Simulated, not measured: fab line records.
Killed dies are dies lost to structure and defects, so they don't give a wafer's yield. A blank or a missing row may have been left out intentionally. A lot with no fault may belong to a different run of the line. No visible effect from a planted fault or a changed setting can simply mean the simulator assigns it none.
fab line records    flow nand_harc
record: lots: 12  wafers: 36  last_day: 33
route steps=1302 shown A_SLIT@923 A_SIN_REMOVE@951 A_WL_FILL@954 END@1302
lots untouched by any fault: they come from a run of this same line in which no faults occurred
start_h: hours from the record's first day to the start of the lot's first wafer shown    wait_h: hours since the lot's step before    " repeats the value in the row above    L1.1+2: a single row standing in for several wafers    - no value, or no start was given    * or withheld: withheld    < > ~ a bound
route shown NAME@n: a module of which the file shows steps, and the number in the route of the first    usual: the fault-free wafers' mean and standard deviation    same: alike in all rows    chamber/n: place in a boat    sites: the reading at each site    _std_site: standard deviation of those values    _edge_site: outer sites' mean less inner sites'    radius_mm: how far each site lies from the wafer's centre    mask NAME#n: copy n    behind: the last tool/chamber to shape the wafer    hold: cause of the lot's hold/its duration in hours/its outcome    device: the n, p or np transistor that did not switch    end of line: at the end of the route, the tests of the same wafers    a step given without rows: its recipe and nothing more    killed: not the wafer's yield, but the dies lost to structure and defects at the first sort    map: per-die view of a wafer (x killed, . not killed, _ where there is no die)
set.NAME: the run value of the setting; set.NAME@STEP: its run value at that earlier step    model.NAME: the simulator's own value behind a step, which no gauge read
one table for each step of the route and one row for each wafer, over a sample of lots
services: a tool's chamber out of use, with start hour (start_h, from the record's first day; less than 0 if before it), hours out, and reason
== steps ==
step: NHARC_A_SLIT_DEP_00
recipe: target_thk_a: 62000  temp_c: 400  material: aC
usual: throttle_valve_pct: 35.000/0.009
lot.wafer  tool        chamber  start_h  wait_h  throttle_valve_pct
L325.1     acl_dep-02  0        464.10   -       34.998
L325.2     "           0        "        "       35.003
L325.5     "           0        466.61   -       35.013
L326.2     acl_dep-03  0        465.65   -       35.001
L326.5     "           0        467.53   -       35.016
L326.6     "           0        "        "       35.008
L327.1     acl_dep-02  0        474.04   -       35.007
L327.4     "           0        475.93   -       35.011
L327.5     "           0        "        "       35.011
L328.3     acl_dep-01  0        488.15   -       35.000
L328.5     "           0        489.39   -       34.989
L328.6     "           0        "        "       34.999
L330.3     acl_dep-03  0        510.04   -       35.001
L330.4     "           0        "        "       35.008
L330.6     "           0        511.91   -       34.997
L332.1     acl_dep-01  0        524.65   -       34.997
L332.2     "           0        "        "       34.997
L332.3     "           0        "        "       35.009
L331.1     acl_dep-03  0        524.80   -       34.992
L331.4     "           0        526.72   -       35.001
L331.5     "           0        "        "       35.005
L335.2     acl_dep-03  0        557.25   -       34.993
L335.3     "           0        "        "       34.997
L335.6     "           0        559.72   -       35.001
L336.1     acl_dep-02  0        559.20   -       35.004
L336.4     "           0        561.10   -       34.999
L336.6     "           0        562.37   -       35.003
L340.3     acl_dep-01  0        599.29   -       34.988
L340.4     "           0        "        "       35.001
L340.5     "           0        "        "       35.008
L344.3     acl_dep-01  0        651.06   -       35.007
L344.5     "           0        652.30   -       34.999
L344.6     "           0        "        "       35.004
L346.1     acl_dep-01  0        679.34   -       35.004
L346.2     "           0        "        "       34.988
L346.5     "           0        681.86   -       35.009
step: NHARC_A_SLIT_INSPECT_11
usual: raw_defect_count: 53/29
lot.wafer  tool               chamber  start_h  wait_h  raw_defect_count
L325.1     defect_inspect-02  -        468.70   0.0     135
L325.2     "                  -        "        "       112
L325.5     "                  -        "        "       117
L326.2     defect_inspect-02  -        469.62   0.0     26
L326.5     "                  -        "        "       22
L326.6     "                  -        "        "       14
L327.1     defect_inspect-01  -        478.64   0.0     66
L327.4     "                  -        "        "       77
L327.5     "                  -        "        "       64
L328.3     defect_inspect-01  -        491.46   0.0     55
L328.5     "                  -        "        "       57
L328.6     "                  -        "        "       42
L330.3     defect_inspect-02  -        513.24   0.0     68
L330.4     "                  -        "        "       62
L330.6     "                  -        "        "       69
L332.1     defect_inspect-02  -        529.26   0.0     72
L332.2     "                  -        "        "       62
L332.3     "                  -        "        "       61
L331.1     defect_inspect-01  -        529.46   0.0     64
L331.4     "                  -        "        "       65
L331.5     "                  -        "        "       76
L335.2     defect_inspect-01  -        561.17   0.0     90
L335.3     "                  -        "        "       84
L335.6     "                  -        "        "       97
L336.1     defect_inspect-02  -        563.83   0.0     13
L336.4     "                  -        "        "       7
L336.6     "                  -        "        "       11
L340.3     defect_inspect-02  -        602.64   0.0     27
L340.4     "                  -        "        "       21
L340.5     "                  -        "        "       17
L344.3     defect_inspect-01  -        654.38   0.0     53
L344.5     "                  -        "        "       69
L344.6     "                  -        "        "       71
L346.1     defect_inspect-01  -        683.92   0.0     7
L346.2     "                  -        "        "       5
L346.5     "                  -        "        "       8
step: NHARC_A_SLIT_ETCH_26
recipe: bias_v: 400  source_w: 2000  pressure_mtorr: 25  time_s: 90  ar_flow_sccm: 375  c4f8_flow_sccm: 41.7  o2_flow_sccm: 83.3  target_depth_a: 4000  chemistry: C4F8/O2/Ar
usual: drypump_motor_current_A: 5.58/0.11  showerhead_plenum_p_Torr: 3.68/0.14  throttle_valve_pct: 27.619/0.0093
lot.wafer  tool         chamber  start_h  wait_h  drypump_motor_current_A  rf_hours_counter_h  showerhead_plenum_p_Torr  throttle_valve_pct
L325.1     har_etch-01  0        473.58   3.0     5.74                     260                 3.57                      27.630
L325.2     "            1        "        "       5.46                     260                 3.68                      27.635
L325.5     "            0        "        "       5.74                     -                   3.57                      27.630
L326.2     har_etch-02  0        477.25   2.4     5.62                     45                  3.65                      27.627
L326.5     "            1        "        "       5.51                     -                   3.95                      27.604
L326.6     "            0        "        "       5.62                     -                   3.65                      27.610
L327.1     har_etch-01  0        484.12   3.1     5.69                     267                 3.56                      27.622
L327.4     "            0        "        "       5.76                     -                   3.56                      27.646
L327.5     "            0        "        "       5.72                     -                   3.56                      27.618
L328.3     har_etch-02  1        496.46   1.9     5.47                     -                   3.95                      27.623
L328.5     "            1        "        "       5.46                     -                   3.95                      27.610
L328.6     "            0        "        "       5.59                     -                   3.65                      27.628
L330.4     har_etch-01  1        521.06   1.9     5.44                     -                   3.66                      27.608
L330.3     "            0        "        "       5.75                     -                   3.55                      27.614
L330.6     "            1        "        "       5.46                     -                   3.66                      27.626
L332.2     har_etch-01  1        534.41   3.0     5.47                     298                 3.66                      27.629
L332.1     "            0        "        "       5.73                     298                 3.55                      27.605
L332.3     "            1        "        "       5.47                     -                   3.66                      27.623
L331.1     har_etch-02  0        535.07   3.0     5.60                     84                  3.63                      27.645
L331.4     "            1        "        "       5.45                     -                   3.93                      27.620
L331.5     "            1        "        "       5.51                     -                   3.93                      27.612
L335.2     har_etch-02  1        566.11   3.0     5.48                     99                  3.92                      27.620
L335.3     "            1        "        "       5.49                     -                   3.92                      27.606
L335.6     "            0        "        "       5.62                     -                   3.62                      27.614
L336.1     har_etch-02  1        569.97   2.5     5.50                     103                 3.92                      27.618
L336.4     "            1        "        "       5.50                     -                   3.92                      27.621
L336.6     "            0        "        "       5.61                     -                   3.62                      27.623
L340.3     har_etch-02  1        608.89   1.9     5.50                     -                   3.91                      27.624
L340.4     "            0        "        "       5.60                     -                   3.61                      27.619
L340.5     "            1        "        "       5.47                     -                   3.91                      27.622
L344.3     har_etch-02  0        659.40   1.9     5.59                     -                   3.59                      27.624
L344.5     "            0        "        "       5.63                     -                   3.59                      27.634
L344.6     "            1        "        "       5.49                     -                   3.89                      27.617
L346.2     har_etch-01  1        688.91   3.1     5.47                     386                 3.61                      27.612
L346.1     "            0        "        "       5.72                     386                 3.50                      27.628
L346.5     "            0        "        "       5.72                     -                   3.50                      27.609
step: NHARC_A_SIN_REMOVE_INSPECT_04
usual: raw_defect_count: 378/110
lot.wafer  tool               chamber  start_h  wait_h  raw_defect_count
L325.1     defect_inspect-02  -        481.67   0.0     470
L325.2     "                  -        "        "       357
L325.5     "                  -        "        "       437
L326.2     defect_inspect-01  -        485.22   0.0     321
L326.5     "                  -        "        "       281
L326.6     "                  -        "        "       230
L327.1     defect_inspect-02  -        492.15   0.0     319
L327.4     "                  -        "        "       336
L327.5     "                  -        "        "       302
L328.3     defect_inspect-02  -        504.53   0.0     323
L328.5     "                  -        "        "       402
L328.6     "                  -        "        "       315
L330.3     defect_inspect-02  -        530.79   0.0     352
L330.4     "                  -        "        "       408
L330.6     "                  -        "        "       343
L332.1     defect_inspect-01  -        542.43   0.0     429
L332.2     "                  -        "        "       467
L332.3     "                  -        "        "       398
L331.1     defect_inspect-02  -        542.43   0.0     588
L331.4     "                  -        "        "       689
L331.5     "                  -        "        "       889
L335.2     defect_inspect-02  -        573.05   0.0     366
L335.3     "                  -        "        "       403
L335.6     "                  -        "        "       381
L336.1     defect_inspect-01  -        577.93   0.0     498
L336.4     "                  -        "        "       374
L336.6     "                  -        "        "       269
L340.3     defect_inspect-02  -        616.97   0.0     449
L340.4     "                  -        "        "       317
L340.5     "                  -        "        "       404
L344.3     defect_inspect-01  -        667.43   0.0     701
L344.5     "                  -        "        "       687
L344.6     "                  -        "        "       657
L346.1     defect_inspect-02  -        697.59   0.0     295
L346.2     "                  -        "        "       306
L346.5     "                  -        "        "       643
step: NHARC_A_WL_FILL_ALD_02
recipe: target_thk_a: 20  pulse_time_s: 3  ald_cycles: 100  temp_c: 450  material: TiN
usual: heater_power_w: 1090/79  precursor_pulse_height_rel: 1.000/0.019
lot.wafer  tool          chamber  start_h  wait_h  heater_power_w  precursor_pulse_height_rel  since_wet_clean_h
L325.1     ald_metal-03  2        482.26   0.2     1113            1.002                       82
L325.2     "             0        "        "       1206            0.990                       82
L325.5     "             1        "        "       1057            1.028                       -
L326.2     ald_metal-01  0        485.76   0.2     1137            0.992                       128
L326.5     "             0        "        "       1126            0.986                       -
L326.6     "             1        "        "       962             1.010                       -
L327.1     ald_metal-01  1        492.91   0.2     992             0.996                       135
L327.4     "             3        "        "       1135            1.007                       135
L327.5     "             1        "        "       971             1.012                       -
L328.3     ald_metal-03  2        505.07   0.1     1115            0.980                       105
L328.6     "             2        "        "       1092            0.986                       -
L328.5     "             3        "        "       991             0.987                       -
L330.3     ald_metal-02  1        531.44   0.2     1048            0.981                       90
L330.4     "             2        "        "       1033            0.989                       90
L330.6     "             3        "        "       1060            0.983                       -
L331.1     ald_metal-01  1        543.05   0.3     968             0.985                       7
L331.4     "             2        "        "       1060            1.024                       7
L331.5     "             3        "        "       1160            1.028                       -
L332.3     ald_metal-03  0        543.15   0.1     1213            0.986                       143
L332.2     "             1        "        "       1071            0.975                       143
L332.1     "             2        "        "       1093            1.016                       143
L335.2     ald_metal-01  0        573.76   0.2     1110            1.010                       38
L335.3     "             2        "        "       1058            1.008                       38
L335.6     "             0        "        "       1091            1.009                       -
L336.1     ald_metal-03  1        578.56   0.3     1053            0.971                       1
L336.4     "             2        "        "       1087            0.991                       1
L336.6     "             0        "        "       1252            1.015                       -
L340.4     ald_metal-03  0        617.59   0.2     1217            1.014                       40
L340.3     "             1        "        "       1033            0.981                       40
L340.5     "             2        "        "       1130            1.010                       -
L344.3     ald_metal-03  0        668.01   0.2     1243            0.990                       90
L344.6     "             3        "        "       1039            1.008                       -
L344.5     "             0        "        "       1253            0.997                       -
L346.2     ald_metal-01  3        698.16   0.2     1196            0.989                       162
L346.1     "             1        "        "       944             1.012                       162
L346.5     "             0        "        "       1104            0.981                       -
step: NHARC_END_SORT_01
recipe: temp_c: 25
usual: killed_at_array: 57/20  killed_at_other: 1.0/1.5  killed_at_periphery: 3.5/2.5  killed_dies: 62/21  killed_open: 3.5/1.9  killed_short: 2.4/1.6
same: gross_dies: 677
lot.wafer  tool       chamber  start_h  wait_h  killed_at_array  killed_at_other  killed_at_periphery  killed_dies  killed_open  killed_short
L344.3     prober-02  0        766.60   3.1     136              0                2                    138          3            4
L344.5     prober-02  0        768.21   3.7     124              0                3                    127          1            6
L344.6     prober-02  0        769.01   4.0     107              0                5                    112          5            2
killed by level:class
L344.3 A_SLIT:unspecified=87 A_CHANNEL_HOLE_D2:chamber_film_flake=24 A_CHANNEL_HOLE_D1:chamber_film_flake=9 A_CONTACT:chamber_film_flake=6 A_CHANNEL_HOLE_D1:geometric_particle:short=1 A_DECK1_JOINT:geometric_particle:open=1 A_DECK1_JOINT:geometric_particle:short=1 A_ONON_D2:geometric_particle:open=1
L344.5 A_SLIT:unspecified=76 A_CHANNEL_HOLE_D2:chamber_film_flake=28 A_CHANNEL_HOLE_D1:chamber_film_flake=5 A_CONTACT:chamber_film_flake=5 A_ONON_D1:geometric_particle:short=2 A_CHANNEL_HOLE_D1:geometric_particle:short=2 P_M2:chamber_film_flake=2 A_SLIT:chamber_film_flake=2
L344.6 A_SLIT:unspecified=49 A_CHANNEL_HOLE_D2:chamber_film_flake=29 A_CHANNEL_HOLE_D1:chamber_film_flake=13 P_ZERO_WELL:chamber_film_flake=3 A_STAIRCASE:chamber_film_flake=3 A_CONTACT:chamber_film_flake=3 P_M0:geometric_particle:open=1 A_ONON_D1:geometric_particle:open=1
== services ==
tool          chamber  start_h  hours  kind
ald_metal-01  1        442.33   8.6    repair
acl_dep-03    -        485.89   13.0   pm
ald_metal-03  1        521.12   4.9    repair
ald_metal-01  -        526.00   10.0   pm
ald_metal-01  0        526.00   10.0   vent_cycle
acl_dep-01    -        551.61   13.0   pm
ald_metal-02  0        565.19   21.4   repair
ald_metal-03  -        568.00   10.0   pm
ald_metal-03  0        568.00   10.0   vent_cycle
ald_metal-03  1        568.00   10.0   vent_cycle
ald_metal-03  2        568.00   10.0   vent_cycle
ald_metal-03  3        568.00   10.0   vent_cycle
ald_metal-03  0        578.00   -      clean
ald_metal-03  1        578.00   -      clean
ald_metal-03  2        578.00   -      clean
ald_metal-03  3        578.00   -      clean
ald_metal-01  2        587.73   9.1    repair
acl_dep-02    -        604.64   13.0   pm
ald_metal-02  -        610.00   10.0   pm
ald_metal-02  -        624.36   1.6    repair
har_etch-02   -        627.04   9.2    repair
ald_metal-02  1        630.21   29.1   repair
ald_metal-03  2        654.12   4.3    repair
acl_dep-03    -        666.89   13.0   pm
== key ==
first_sign: step: NHARC_A_SIN_REMOVE_INSPECT_04  reading: raw_defect_count  direction: up  sigmas: 2.9  usual: 378  struck: 682
effect: step: NHARC_END_SORT_01  reading: killed_at_array  direction: up  sigmas: 3.2  usual: 57  struck: 122
more_kills_born_at: NHARC_A_SLIT_ETCH_26@har_etch-02: 199
met_at NHARC_A_SLIT_ETCH_26
struck_lots L344
tester_left_out L344
not_acting_at NHARC_A_SLIT_DEP_00,NHARC_A_SLIT_INSPECT_11,NHARC_A_WL_FILL_ALD_02
onset_between 608.89 659.40
fault: kind: chamber_particle_source  tool: har_etch-02  chamber: -  onset_h: 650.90  steps: NHARC_A_SLIT_ETCH_26  rate_per_visit_cm2: 0.54958  end_h: 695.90
tester_left_out: of these lots the tester's yield and bins aren't shown, on N5 and GAA mostly nor the transistor test; their killed dies are dies lost to structure and defects alone, not to doping, threshold or leakage, so they don't give the yield
